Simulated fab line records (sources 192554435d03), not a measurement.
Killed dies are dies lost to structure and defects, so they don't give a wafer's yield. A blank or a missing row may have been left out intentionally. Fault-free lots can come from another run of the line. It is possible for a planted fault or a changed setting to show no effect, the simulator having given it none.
A struck lot beside a sound one | flow n5Finfet | 18 steps out of a route of 1938
Sound: the wafers L977.3, L977.4, L977.5. Struck: wafers L979.3, L979.4 (left out: L979.5, a lot-mate that was not struck); the cause follows at the end.
Order at every step that has rows: each side's tool, ch and its chambers, its first start. Under that, the readings that differ: sound wafers | struck wafers | difference of the means | sigmas: that difference in standard deviations of wafers without a fault.
alike: words and numbers the same on both sides, and readings whose means are apart by under 2 such deviations; not compared: readings that were withheld, readings missing a value for some wafer, numbers with overlapping values and no deviation given by the record, and bounds like >300 which may hide the same value.
Wherever a step has rows on one side only, a row that says differs or no value, or a row with sigmas, the two part there. Numbers that don't overlap but have no deviation are shown without sigmas and don't part them. Lack of a reading on every wafer of one side parts them only where that side has two or more wafers.

N5_BEOL_M15_ETCH_61: etches BARC in N2/H2, target depth 89 nm, overetch 26.7 nm, time 67.9 s.
  sound on rieDiel-02 ch 0,1,3, day 12 20:11; struck on rieDiel-02 ch 0,2, day 13 13:13
  alike: drypumpMotorCurrentA, oesProductAu, rfVppV, showerheadPlenumPTorr, throttleValvePct
  not compared: rfHoursCounterH
then, 1 step without rows for these wafers: N5_BEOL_M15_TRENCH_ETCH_34 (etches SiO2 in C4F8/O2/Ar, target depth 872.93 nm, time 199 s).
N5_BEOL_M15_STRIP_36: strips in O2.
  sound on rieDiel-04 ch 0,1,3, day 12 20:28; struck on rieDiel-05 ch 1,3, day 13 17:26
  alike: drypumpMotorCurrentA, oesProductAu, rfVppV, showerheadPlenumPTorr, throttleValvePct
  not compared: rfHoursCounterH
N5_BEOL_M15_STRIP_62: strips in O2.
  sound: rieDiel-04 ch 0,1,3; struck: rieDiel-05 ch 1,3
  alike: drypumpMotorCurrentA, oesProductAu, rfVppV, showerheadPlenumPTorr, throttleValvePct
  not compared: rfHoursCounterH
then, 4 steps without rows for these wafers: N5_BEOL_M15_STRIP_37 (strips in O2); N5_BEOL_M15_ETCH_38 (etches SiCN in CF4/N2, target depth 106.4 nm, time 120.5 s); N5_BEOL_M15_PRECLEAN_39 (cleans in residue remover, time 60 s); N5_BEOL_M15_SRD_40 (time 30 s, dry time 30 s).
N5_BEOL_M15_DEGAS_41: time 60 s.
  sound on pvdSputter-02, day 12 21:17; struck on pvdSputter-01, day 13 18:01
  alike: heaterPowerW
then, 2 steps without rows for these wafers: N5_BEOL_M15_PRE_CLEAN_42 (time 30 s); N5_BEOL_M15_SPUTTER_43 (material TaN, target thk 15 nm, time 24.19 s).
N5_BEOL_M15_SPUTTER_44: material Ta, target thk 15 nm, time 24.19 s.
  sound on pvdSputter-02, day 12 21:27; struck on pvdSputter-01, day 13 18:11
reading                                    | sound        | struck  | difference | sigmas
model.Ta_of_BEOL_M15_SPUTTER_44.thkNm (nm) | 15.2 15 15.2 | 12.4 12 | -2.9       | 
  alike: throttleValvePct
then, 2 steps without rows for these wafers: N5_BEOL_M15_SPUTTER_45 (material Cu, target thk 100 nm, time 16.67 s); N5_BEOL_M15_ECD_47 (material Cu, target thk 1860 nm).
N5_BEOL_M15_ANNEAL_48: time 90 s.
  sound on rtpAnneal-02 ch 0, day 12 21:59; struck on rtpAnneal-02 ch 0, day 13 18:43
  alike: wafer_temp_C_max
N5_BEOL_M15_CMP_49: polishes, stops on SiO2, t overpolish 4.9 s, target thk 850 nm.
  sound on cmp-03 ch 1,2, day 12 22:11; struck on cmp-04 ch 0,1, day 13 18:55
reading                   | sound             | struck     | difference | sigmas
barrierFieldEndpointS (s) | 11.13 11.42 11.32 | 10.18 9.90 | -1.25      | -5
motorCurrentA (A)         | 9.6 8.9 9.2       | 8.1 7.7    | -1.3       | -2
  alike: headPressurePsi, platenRpm, slurryFilterDpKPa
  not compared: padLifeWafers
N5_BEOL_M15_THK_MEAS_50: measures by xrf.
  sound on filmMetro-02, day 12 22:29; struck on filmMetro-02, day 13 19:13
  alike: M15_THK
then, 1 step without rows for these wafers: N5_PASSIVATION_PROBE_49.

== WHERE THEY PART ==
Only at N5_BEOL_M15_CMP_49, within this record. Later steps at which nothing parts them and some readings are alike: N5_BEOL_M15_THK_MEAS_50.

WHY: the cause the simulator had injected
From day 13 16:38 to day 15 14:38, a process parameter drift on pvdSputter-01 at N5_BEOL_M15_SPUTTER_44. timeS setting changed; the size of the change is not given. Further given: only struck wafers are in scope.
